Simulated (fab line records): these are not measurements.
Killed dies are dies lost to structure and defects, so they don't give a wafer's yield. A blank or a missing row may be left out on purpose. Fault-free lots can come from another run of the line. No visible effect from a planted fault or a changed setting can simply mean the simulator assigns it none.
fab line records	flow n5_finfet	part 2 of 2: steps 5 to 6 of 6
[record] lots = 24	wafers = 72	last_day = 18
route steps=1938 shown BEOL_M4@1093 BEOL_M5@1112 BEOL_M6@1210
lots with no fault: from the same line, run without faults
start_h: hours from the record's first day to the start of the lot's first wafer shown	wait_h: hours from the lot's prior step to this one	" same as the row above	L1.1+2: one row covering several wafers at once	- no value present, or no start provided	* or withheld: withheld	< > ~ a bound
route shown NAME@n: a module of which the file shows steps, and the number in the route of the first	usual: mean and standard deviation over wafers with no fault	same: alike in all rows	chamber/n: place in a boat	sites: the reading at each site	_std_site: standard deviation of those values	_edge_site: outer sites' mean less inner sites'	radius_mm: for every site, how far away it sits from the centre of the wafer	mask NAME#n: copy n	behind: tool/chamber where the wafer was last shaped	hold: cause of the lot's hold/its duration in hours/its outcome	device: whichever transistor did not switch (one of n, p or np)	end of line: tests run on the same wafers once the route is complete	a step given without rows: its recipe and nothing more	killed: count of dies lost to structure and defects at first sort (not the wafer's yield)	map: dies across one wafer; x = killed, . = not, _ = none there
set.NAME: the run value of the setting; set.NAME@STEP: its run value at that earlier step	model.NAME: the simulator's own value behind a step, which no gauge read
the route's steps for a sample of lots (tables are steps, rows are wafers)
services: from which hour (start_h, from the record's first day; less than 0 if before it) a tool's chamber was out of use, for how many hours, and why
[[steps]]
[step N5_BEOL_M5_VIA_ETCH_34]
[recipe] chemistry = C4F6/O2	target = SiCOH_lowk	target_depth_a = 883	mask_material = SOC	taper_deg = 4	time_s = 39.2	ion_energy_ev = 250	pressure_mtorr = 30	source_w = 345	bias_w = 185	Ar_flow_sccm = 300	C4F6_flow_sccm = 10	O2_flow_sccm = 10
[usual] drypump_motor_current_A = 5.8/0.37	oes_product_au = 0.78/0.092	rf_fwd_power_W = 340.9/1.4	rf_vpp_V = 663/9.2	showerhead_plenum_p_Torr = 2.84/0.079	throttle_valve_pct = 20.91/0.28
[same] time_s = 39.2
lot.wafer	tool	chamber	start_h	wait_h	drypump_motor_current_A	oes_product_au	rf_fwd_power_W	rf_hours_counter_h	rf_vpp_V	showerhead_plenum_p_Torr	throttle_valve_pct
L075.2	rie_diel-03	0	190.50	0.0	6.2	0.69	341.6	240	673	2.92	21.24
L075.3	"	2	"	"	5.7	0.84	340.8	75	663	2.80	20.84
L075.5	"	0	"	"	6.2	0.68	341.4	-	674	2.92	21.23
L074.2	rie_diel-03	3	192.88	0.0	6.3	0.97	338.5	2	669	2.91	20.39
L074.5	"	3	"	"	6.3	0.95	338.2	-	667	2.91	20.40
L074.6	"	2	"	"	5.7	0.84	342.0	-	663	2.80	20.85
L076.1	rie_diel-06	3	205.14	0.0	6.0	0.70	341.2	205	648	2.70	21.15
L076.2	"	1	"	"	5.3	0.73	342.5	147	649	2.87	21.05
L076.5	"	2	"	"	5.5	0.82	344.2	-	661	2.76	20.80
L077.1	rie_diel-06	1	205.53	0.0	5.3	0.73	343.0	147	651	2.87	21.05
L077.2	"	3	"	"	6.0	0.70	341.4	205	648	2.70	21.13
L077.5	"	1	"	"	5.3	0.73	342.0	-	651	2.87	21.04
L078.1	rie_diel-06	2	211.68	0.0	5.5	0.82	341.1	88	660	2.76	20.79
L078.4	"	2	"	"	5.5	0.81	339.8	-	660	2.76	20.79
L078.6	"	3	"	"	6.0	0.70	340.3	-	649	2.70	21.16
L081.2	rie_diel-03	3	222.70	0.0	6.3	0.93	337.9	11	670	2.90	20.42
L081.5	"	3	"	"	6.3	0.91	338.6	-	668	2.90	20.41
L081.6	"	2	"	"	5.7	0.82	340.9	-	663	2.79	20.85
L082.1	rie_diel-03	2	233.23	0.0	5.7	0.81	340.5	88	662	2.79	20.87
L082.5	"	1	"	"	5.7	0.67	339.3	-	659	2.93	21.01
L082.6	"	3	"	"	6.3	0.91	339.3	-	669	2.90	20.41
L080.1	rie_diel-06	0	238.75	0.0	5.4	0.71	338.8	205	674	2.82	21.32
L080.3	"	2	"	"	5.5	0.79	340.6	98	659	2.75	20.81
L080.4	"	3	"	"	6.0	0.70	340.4	216	648	2.70	21.16
L079.2	rie_diel-03	2	238.80	0.0	5.7	0.82	343.0	89	662	2.79	20.87
L079.3	"	3	"	"	6.3	0.90	338.5	16	670	2.90	20.42
L079.4	"	3	"	"	6.4	0.90	338.2	-	670	2.90	20.41
L084.1	rie_diel-03	1	243.29	0.0	5.8	0.68	341.1	219	657	2.93	21.01
L084.3	"	3	"	"	6.3	0.90	340.1	17	669	2.90	20.41
L084.6	"	2	"	"	5.7	0.82	342.2	-	662	2.79	20.88
L083.1	rie_diel-06	1	244.70	0.0	5.3	0.72	341.6	161	649	2.86	21.07
L083.3	"	3	"	"	6.0	0.69	341.3	218	649	2.70	21.15
L083.4	"	0	"	"	5.3	0.70	339.6	207	674	2.82	21.32
L085.1	rie_diel-06	1	252.52	0.0	5.3	0.72	342.7	162	650	2.86	21.06
L085.3	"	0	"	"	5.3	0.70	341.5	209	675	2.82	21.33
L085.6	"	2	"	"	5.5	0.79	342.5	-	661	2.75	20.81
L086.3	rie_diel-03	0	252.89	0.0	6.2	1.00	341.8	2	674	2.91	20.86
L086.4	"	3	"	"	6.3	0.89	338.5	20	669	2.90	20.44
L086.5	"	0	"	"	6.2	1.00	341.3	-	675	2.91	20.86
L087.1	rie_diel-04	3	268.81	0.0	5.4	0.71	342.4	214	663	2.93	21.24
L087.4	"	1	"	"	6.3	0.72	340.8	171	664	2.98	21.04
L087.5	"	0	"	"	6.1	0.82	340.0	-	684	2.86	20.38
L090.2	rie_diel-06	2	271.07	0.0	5.5	0.79	340.2	107	660	2.75	20.80
L090.4	"	0	"	"	5.4	0.70	339.6	215	671	2.82	21.34
L090.6	"	3	"	"	6.0	0.69	338.7	-	650	2.70	21.19
L088.1	rie_diel-04	0	276.82	0.0	6.1	0.82	340.7	95	683	2.86	20.38
L088.3	"	3	"	"	5.4	0.72	341.4	216	663	2.93	21.23
L088.6	"	0	"	"	6.1	0.82	339.7	-	682	2.86	20.39
L089.1	rie_diel-06	2	283.30	0.0	5.5	0.79	343.5	110	660	2.75	20.82
L089.3	"	3	"	"	6.0	0.68	340.8	229	649	2.69	21.18
L089.5	"	2	"	"	5.5	0.78	343.3	-	658	2.75	20.82
L091.1	rie_diel-04	1	286.60	0.0	6.3	0.71	342.3	175	664	2.98	21.05
L091.5	"	1	"	"	6.3	0.70	342.8	-	663	2.98	21.05
L091.6	"	0	"	"	6.1	0.81	340.2	-	683	2.86	20.40
L092.4	rie_diel-03	0	287.06	0.0	6.2	0.96	341.5	11	674	2.91	20.88
L092.5	"	3	"	"	6.3	0.88	340.3	-	668	2.89	20.44
L092.6	"	2	"	"	5.7	0.80	341.5	-	662	2.79	20.88
L093.2	rie_diel-04	0	289.25	0.0	6.1	0.82	340.1	99	683	2.86	20.40
L093.4	"	3	"	"	5.3	0.71	340.6	219	662	2.93	21.24
L093.5	"	3	"	"	5.3	0.72	341.0	-	663	2.93	21.24
L094.2	rie_diel-06	2	305.51	0.0	5.5	0.77	341.8	118	661	2.74	20.84
L094.4	"	1	"	"	5.3	0.71	342.5	177	651	2.86	21.08
L094.6	"	1	"	"	5.3	0.71	340.6	-	652	2.86	21.09
L095.1	rie_diel-03	2	315.50	0.0	5.7	0.79	341.6	112	663	2.78	20.89
L095.4	"	3	"	"	6.3	0.86	339.5	-	668	2.89	20.46
L095.5	"	2	"	"	5.7	0.79	341.1	-	663	2.78	20.89
L097.4	rie_diel-06	2	319.57	0.0	5.4	0.77	342.6	123	661	2.74	20.85
L097.5	"	2	"	"	5.5	0.77	342.5	-	658	2.74	20.85
L097.6	"	1	"	"	5.3	0.71	342.9	-	649	2.86	21.09
L096.2	rie_diel-03	2	321.84	0.0	5.7	0.79	341.5	116	663	2.78	20.90
L096.4	"	1	"	"	5.7	0.65	339.8	-	658	2.92	21.03
L096.6	"	0	"	"	6.2	0.92	341.1	-	673	2.90	20.90
[step N5_BEOL_M6_DESCUM_16]
[recipe] chemistry = O2	time_s = 7.9	source_power_w = 50	bias_power_w = 20	pressure_mtorr = 20	rf_frequency_hz = 2.712e+07	temp_c = 40	resist = CAR-ArF	o2_flow_sccm = 225
[usual] drypump_motor_current_A = 6.0/0.52	oes_product_au = 0.79/0.094	rf_fwd_power_W = 49.41/0.24	rf_vpp_V = 243.9/1.5	showerhead_plenum_p_Torr = 2.13/0.082	throttle_valve_pct = 20.34/0.27
[same] time_s = 7.9
lot.wafer	tool	chamber	start_h	wait_h	drypump_motor_current_A	oes_product_au	rf_fwd_power_W	rf_hours_counter_h	rf_vpp_V	showerhead_plenum_p_Torr	throttle_valve_pct
L075.2	rie_diel-05	2	200.16	0.0	5.6	0.71	49.21	194	244.5	2.16	20.65
L075.3	"	3	"	"	6.3	0.71	49.38	241	242.3	1.99	20.49
L075.5	"	1	"	"	6.5	0.70	49.74	-	241.9	2.06	19.99
L074.2	rie_diel-01	0	202.60	0.0	6.8	0.73	49.15	176	243.2	2.08	20.53
L074.5	"	2	"	"	4.9	0.71	49.20	-	242.0	1.99	20.48
L074.6	"	3	"	"	5.1	0.83	49.26	-	240.7	2.02	19.97
L076.1	rie_diel-05	1	213.89	0.0	6.5	0.70	49.66	215	244.0	2.05	20.00
L076.2	"	2	"	"	5.5	0.71	49.05	200	244.3	2.16	20.68
L076.5	"	3	"	"	6.2	0.70	49.85	-	241.2	1.99	20.51
L077.1	rie_diel-02	1	216.84	0.0	6.5	0.89	49.72	34	245.9	2.21	19.97
L077.2	"	3	"	"	6.0	0.89	49.49	45	245.6	2.24	20.59
L077.5	"	1	"	"	6.5	0.89	49.76	-	245.4	2.21	19.96
L078.1	rie_diel-05	3	222.41	0.1	6.2	0.70	49.49	251	241.4	1.99	20.52
L078.4	"	2	"	"	5.6	0.70	49.24	-	245.9	2.16	20.66
L078.6	"	1	"	"	6.5	0.70	49.57	-	241.3	2.05	20.01
L081.2	rie_diel-02	1	231.57	0.0	6.5	0.89	49.71	40	245.2	2.21	19.99
L081.5	"	0	"	"	6.3	0.69	49.52	-	245.4	2.14	20.11
L081.6	"	3	"	"	6.0	0.90	49.60	-	244.7	2.23	20.60
L082.1	rie_diel-01	2	244.20	0.0	4.9	0.69	49.15	214	242.1	1.99	20.50
L082.5	"	0	"	"	6.8	0.72	48.93	-	242.4	2.07	20.55
L082.6	"	1	"	"	6.2	0.80	49.34	-	245.3	2.20	20.51
L080.1	rie_diel-02	2	250.35	0.0	5.6	0.78	49.43	110	242.8	2.10	20.40
L080.3	"	1	"	"	6.5	0.88	49.65	44	245.5	2.21	19.98
L080.4	"	3	"	"	6.0	0.88	49.47	55	246.0	2.23	20.62
L079.2	rie_diel-01	0	250.56	0.1	6.8	0.71	49.24	193	243.1	2.07	20.56
L079.3	"	3	"	"	5.1	0.80	49.26	76	243.2	2.01	19.99
L079.4	"	2	"	"	4.9	0.70	49.54	217	240.7	1.99	20.51
L084.1	rie_diel-02	1	253.30	0.4	6.5	0.88	49.51	45	246.3	2.21	19.97
L084.3	"	2	"	"	5.7	0.78	49.51	111	244.1	2.10	20.38
L084.6	"	2	"	"	5.7	0.79	49.33	-	244.5	2.10	20.39
L083.1	rie_diel-05	1	256.79	0.2	6.5	0.69	49.54	235	245.3	2.05	20.01
L083.3	"	0	"	"	5.7	0.96	49.48	14	243.8	2.15	20.51
L083.4	"	0	"	"	5.6	0.95	49.55	-	244.4	2.15	20.51
L085.1	rie_diel-05	0	263.72	0.0	5.6	0.96	49.50	16	244.1	2.15	20.52
L085.3	"	1	"	"	6.5	0.68	49.70	238	242.3	2.05	20.03
L085.6	"	2	"	"	5.6	0.70	49.24	-	243.6	2.16	20.70
L086.3	rie_diel-02	1	263.90	0.0	6.5	0.87	49.45	49	245.6	2.20	19.97
L086.4	"	3	"	"	6.0	0.88	49.50	61	244.4	2.23	20.62
L086.5	"	0	"	"	6.3	0.69	49.55	-	243.5	2.14	20.12
L087.1	rie_diel-01	3	280.77	0.0	5.1	0.80	49.12	87	242.3	2.01	19.99
L087.4	"	0	"	"	6.8	0.71	49.14	204	243.3	2.07	20.56
L087.5	"	0	"	"	6.8	0.71	49.21	-	242.6	2.07	20.58
L090.2	rie_diel-02	3	280.94	0.0	6.0	0.87	49.54	65	243.8	2.23	20.61
L090.4	"	1	"	"	6.5	0.86	49.74	55	246.0	2.20	20.01
L090.6	"	3	"	"	6.0	0.86	49.44	-	245.5	2.23	20.63
L088.1	rie_diel-05	0	288.25	0.3	5.6	0.93	49.35	25	244.9	2.15	20.51
L088.3	"	2	"	"	5.6	0.69	49.11	224	243.7	2.15	20.71
L088.6	"	0	"	"	5.6	0.94	49.72	-	244.9	2.15	20.55
L089.1	rie_diel-01	2	293.84	0.0	4.9	0.68	49.45	228	243.1	1.98	20.51
L089.3	"	1	"	"	6.1	0.78	49.36	134	245.3	2.20	20.54
L089.5	"	1	"	"	6.1	0.78	49.41	-	245.7	2.20	20.53
L091.1	rie_diel-02	0	296.82	0.7	6.2	0.68	49.70	244	245.5	2.14	20.13
L091.5	"	3	"	"	6.0	0.86	49.46	-	243.4	2.23	20.63
L091.6	"	2	"	"	5.6	0.76	49.25	-	242.8	2.09	20.41
L092.4	rie_diel-02	1	297.37	0.7	6.5	0.86	49.76	61	244.7	2.20	20.00
L092.5	"	1	"	"	6.5	0.86	49.71	-	244.5	2.20	20.01
L092.6	"	0	"	"	6.2	0.68	49.74	-	244.1	2.14	20.15
L093.2	rie_diel-05	0	301.39	0.2	5.6	0.92	49.26	31	244.8	2.15	20.54
L093.4	"	2	"	"	5.6	0.70	49.29	-	244.6	2.15	20.73
L093.5	"	0	"	"	5.6	0.93	49.13	-	244.4	2.15	20.54
L094.2	rie_diel-01	3	316.71	0.0	5.1	0.77	49.14	99	242.2	2.01	20.01
L094.4	"	0	"	"	6.8	0.69	49.04	217	244.0	2.07	20.58
L094.6	"	2	"	"	4.9	0.67	49.44	-	241.6	1.98	20.54
L095.1	rie_diel-05	0	326.37	0.1	5.6	0.90	49.59	42	242.9	2.14	20.54
L095.4	"	1	"	"	6.5	0.95	49.82	2	242.4	2.04	19.63
L095.5	"	2	"	"	5.6	0.68	49.22	-	245.6	2.15	20.72
L097.4	rie_diel-02	1	331.23	0.3	6.5	0.85	49.74	-	244.2	2.19	20.01
L097.5	"	2	"	"	5.7	0.77	49.12	-	244.3	2.09	20.43
L097.6	"	1	"	"	6.5	0.84	49.70	-	244.6	2.20	20.01
L096.2	rie_diel-05	2	335.19	0.6	5.6	0.68	49.23	244	244.1	2.15	20.74
L096.4	"	3	"	"	6.2	0.88	49.74	34	244.2	2.24	20.29
L096.6	"	2	"	"	5.6	0.68	49.10	-	243.5	2.15	20.74
[[services]]
tool	chamber	start_h	hours	kind
rie_diel-01	3	165.61	6.2	repair
rie_diel-03	3	166.76	-	clean
rie_diel-01	1	200.33	1.6	repair
rie_diel-06	0	211.47	8.5	repair
pecvd-01	0	221.01	1.7	repair
pecvd-01	-	224.83	0.8	repair
pecvd-04	-	227.99	28.1	pm
pecvd-01	-	243.92	14.6	pm
rie_diel-05	2	248.35	14.3	repair
rie_diel-01	2	252.54	8.2	repair
rie_diel-03	-	272.06	0.8	repair
pecvd-04	-	272.95	0.7	repair
pecvd-01	1	289.14	3.5	repair
pvd_sputter-02	-	305.59	2.2	repair
rie_diel-02	2	306.72	4.8	repair
pecvd-01	-	310.82	0.3	repair
pecvd-02	1	313.98	5.0	scheduled_down
rie_diel-03	3	317.24	8.8	repair
rie_diel-02	3	317.48	4.5	repair
pvd_sputter-01	-	326.95	3.2	repair
rie_diel-02	3	329.20	11.3	repair
pecvd-04	0	331.85	8.1	repair
rie_diel-02	2	332.84	7.0	repair
rie_diel-04	3	334.18	5.4	repair
